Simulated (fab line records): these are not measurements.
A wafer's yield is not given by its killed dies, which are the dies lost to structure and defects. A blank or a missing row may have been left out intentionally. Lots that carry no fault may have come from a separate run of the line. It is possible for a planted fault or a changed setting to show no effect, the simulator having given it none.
Split-lot experiment || flow n5_finfet || on a route of 1938 steps: 7 lots, 21 wafers read

THE SPLIT ITSELF
At N5_BEOL_M11_VIA_ETCH_34 (etches SiCOH lowk in C4F6/O2, target depth 184.5 nm, time 69.2 s), the setting time_s was moved away from the recipe's 69.2 s on 4 of the 21 wafers read, by -17.8% to +22.4%. The other wafers ran this setting at the recipe's value.

The split's own step is where the reading is taken.

THE READING
SOC_of_BEOL_M11_COAT_63.thk_nm (the simulator's own value, which no gauge read), in nm, at N5_BEOL_M11_VIA_ETCH_34 (etches SiCOH lowk in C4F6/O2, target depth 184.5 nm, time 69.2 s). No usual value for it is given in the file. Here, 17 wafers ran the recipe; their average is 92.2 nm with a standard deviation of 0.2 nm.

{"wafer": "L076.1", "tool, chamber at the split": "rie_diel-02, 0", "time_s as run, s": 69.2, "against the recipe": "recipe", "SOC_of_BEOL_M11_COAT_63.thk_nm, nm": 91.8, "against lot-mates on the recipe": "-"}
{"wafer": "L076.3", "tool, chamber at the split": "rie_diel-02, 2", "time_s as run, s": 69.2, "against the recipe": "recipe", "SOC_of_BEOL_M11_COAT_63.thk_nm, nm": 92.2, "against lot-mates on the recipe": "-"}
{"wafer": "L076.4", "tool, chamber at the split": "rie_diel-02, 0", "time_s as run, s": 84.69, "against the recipe": "+22.4%", "SOC_of_BEOL_M11_COAT_63.thk_nm, nm": 89.8, "against lot-mates on the recipe": -2.2}
{"wafer": "L083.1", "tool, chamber at the split": "rie_diel-06, 2", "time_s as run, s": 69.2, "against the recipe": "recipe", "SOC_of_BEOL_M11_COAT_63.thk_nm, nm": 92.2, "against lot-mates on the recipe": "-"}
{"wafer": "L083.3", "tool, chamber at the split": "rie_diel-06, 3", "time_s as run, s": 80.28, "against the recipe": "+16.0%", "SOC_of_BEOL_M11_COAT_63.thk_nm, nm": 91, "against lot-mates on the recipe": -1.3}
{"wafer": "L083.4", "tool, chamber at the split": "rie_diel-06, 1", "time_s as run, s": 69.2, "against the recipe": "recipe", "SOC_of_BEOL_M11_COAT_63.thk_nm, nm": 92.4, "against lot-mates on the recipe": "-"}
{"wafer": "L084.1", "tool, chamber at the split": "rie_diel-04, 3", "time_s as run, s": 69.2, "against the recipe": "recipe", "SOC_of_BEOL_M11_COAT_63.thk_nm, nm": 92, "against lot-mates on the recipe": "-"}
{"wafer": "L084.3", "tool, chamber at the split": "rie_diel-04, 1", "time_s as run, s": 69.2, "against the recipe": "recipe", "SOC_of_BEOL_M11_COAT_63.thk_nm, nm": 92.2, "against lot-mates on the recipe": "-"}
{"wafer": "L084.5", "tool, chamber at the split": "rie_diel-04, 2", "time_s as run, s": 69.2, "against the recipe": "recipe", "SOC_of_BEOL_M11_COAT_63.thk_nm, nm": 92, "against lot-mates on the recipe": "-"}
{"wafer": "L086.1", "tool, chamber at the split": "rie_diel-02, 0", "time_s as run, s": 69.2, "against the recipe": "recipe", "SOC_of_BEOL_M11_COAT_63.thk_nm, nm": 92.2, "against lot-mates on the recipe": "-"}
{"wafer": "L086.2", "tool, chamber at the split": "rie_diel-02, 3", "time_s as run, s": 69.2, "against the recipe": "recipe", "SOC_of_BEOL_M11_COAT_63.thk_nm, nm": 92.2, "against lot-mates on the recipe": "-"}
{"wafer": "L086.6", "tool, chamber at the split": "rie_diel-02, 3", "time_s as run, s": 69.2, "against the recipe": "recipe", "SOC_of_BEOL_M11_COAT_63.thk_nm, nm": 92.4, "against lot-mates on the recipe": "-"}
{"wafer": "L090.1", "tool, chamber at the split": "rie_diel-06, 1", "time_s as run, s": 69.2, "against the recipe": "recipe", "SOC_of_BEOL_M11_COAT_63.thk_nm, nm": 92, "against lot-mates on the recipe": "-"}
{"wafer": "L090.6", "tool, chamber at the split": "rie_diel-06, 1", "time_s as run, s": 69.2, "against the recipe": "recipe", "SOC_of_BEOL_M11_COAT_63.thk_nm, nm": 92, "against lot-mates on the recipe": "-"}
{"wafer": "L090.4", "tool, chamber at the split": "rie_diel-06, 0", "time_s as run, s": 69.2, "against the recipe": "recipe", "SOC_of_BEOL_M11_COAT_63.thk_nm, nm": 92, "against lot-mates on the recipe": "-"}
{"wafer": "L096.1", "tool, chamber at the split": "rie_diel-06, 0", "time_s as run, s": 69.2, "against the recipe": "recipe", "SOC_of_BEOL_M11_COAT_63.thk_nm, nm": 92.2, "against lot-mates on the recipe": "-"}
{"wafer": "L096.3", "tool, chamber at the split": "rie_diel-06, 2", "time_s as run, s": 69.2, "against the recipe": "recipe", "SOC_of_BEOL_M11_COAT_63.thk_nm, nm": 92.6, "against lot-mates on the recipe": "-"}
{"wafer": "L096.4", "tool, chamber at the split": "rie_diel-06, 1", "time_s as run, s": 69.2, "against the recipe": "recipe", "SOC_of_BEOL_M11_COAT_63.thk_nm, nm": 92, "against lot-mates on the recipe": "-"}
{"wafer": "L097.2", "tool, chamber at the split": "rie_diel-04, 1", "time_s as run, s": 56.89, "against the recipe": "-17.8%", "SOC_of_BEOL_M11_COAT_63.thk_nm, nm": 93.4, "against lot-mates on the recipe": "+1.0"}
{"wafer": "L097.4", "tool, chamber at the split": "rie_diel-04, 3", "time_s as run, s": 56.89, "against the recipe": "-17.8%", "SOC_of_BEOL_M11_COAT_63.thk_nm, nm": 93.2, "against lot-mates on the recipe": "+0.8"}
{"wafer": "L097.5", "tool, chamber at the split": "rie_diel-04, 1", "time_s as run, s": 69.2, "against the recipe": "recipe", "SOC_of_BEOL_M11_COAT_63.thk_nm, nm": 92.4, "against lot-mates on the recipe": "-"}

FIT RESULTS
A straight line over all 21 wafers: SOC_of_BEOL_M11_COAT_63.thk_nm changes by -0.0804 nm for each +1% of time_s; r = -0.94; the points scatter about the line by 0.24 nm.
The same after taking each lot's own level away (the mean of its wafers on the recipe; 21 wafers): -0.0733 nm for each +1%; r = -0.94; scatter 0.22 nm.
According to that fit, moving time_s by its largest amount changes the reading by 1.6 nm.
Across the lots, their own levels run from 92.00 to 92.40 nm, a range of 2.0 times the standard deviation given above.
The two slopes agree, so the slope changes little with the lot-to-lot level.
Check: with one of the wafers moved furthest among these (+22.4%) left out of the fit, the line predicts -1.38 nm for it against its lot-mates. Against them it came out at -2.2 nm.

ADDITIONAL SPLITS CARRIED BY THESE WAFERS
Other splits were also applied to these wafers ahead of the reading. Each is held against what the fit with the lots' levels taken away leaves over:
{"other split on the same wafers": "N5_BEOL_M11_EXPOSE_08 dose_mj", "wafers away from the commonest value": 4, "r with SOC_of_BEOL_M11_COAT_63.thk_nm (lot level and that fit taken away)": "+0.17"}

THE WHOLE CHAIN: every reading that the file lists as answering this split, in the file's order
{"step": "N5_BEOL_M11_VIA_ETCH_34", "what it does": "etches SiCOH lowk in C4F6/O2, target depth 184.5 nm, time 69.2 s", "reading": "etch.depth_nm (the simulator's own value, which no gauge read)", "change (the file's fit)": "+1.87 nm for each +1% of the setting", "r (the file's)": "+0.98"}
{"step": "N5_BEOL_M11_VIA_ETCH_34", "what it does": "etches SiCOH lowk in C4F6/O2, target depth 184.5 nm, time 69.2 s", "reading": "SOC_of_BEOL_M11_COAT_63.thk_nm (the simulator's own value, which no gauge read)", "change (the file's fit)": "-0.0801 nm for each +1% of the setting", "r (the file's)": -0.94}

FILE'S OWN FIT
SOC_of_BEOL_M11_COAT_63.thk_nm changes by -0.0801 nm for each +1% of time_s, r = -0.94.
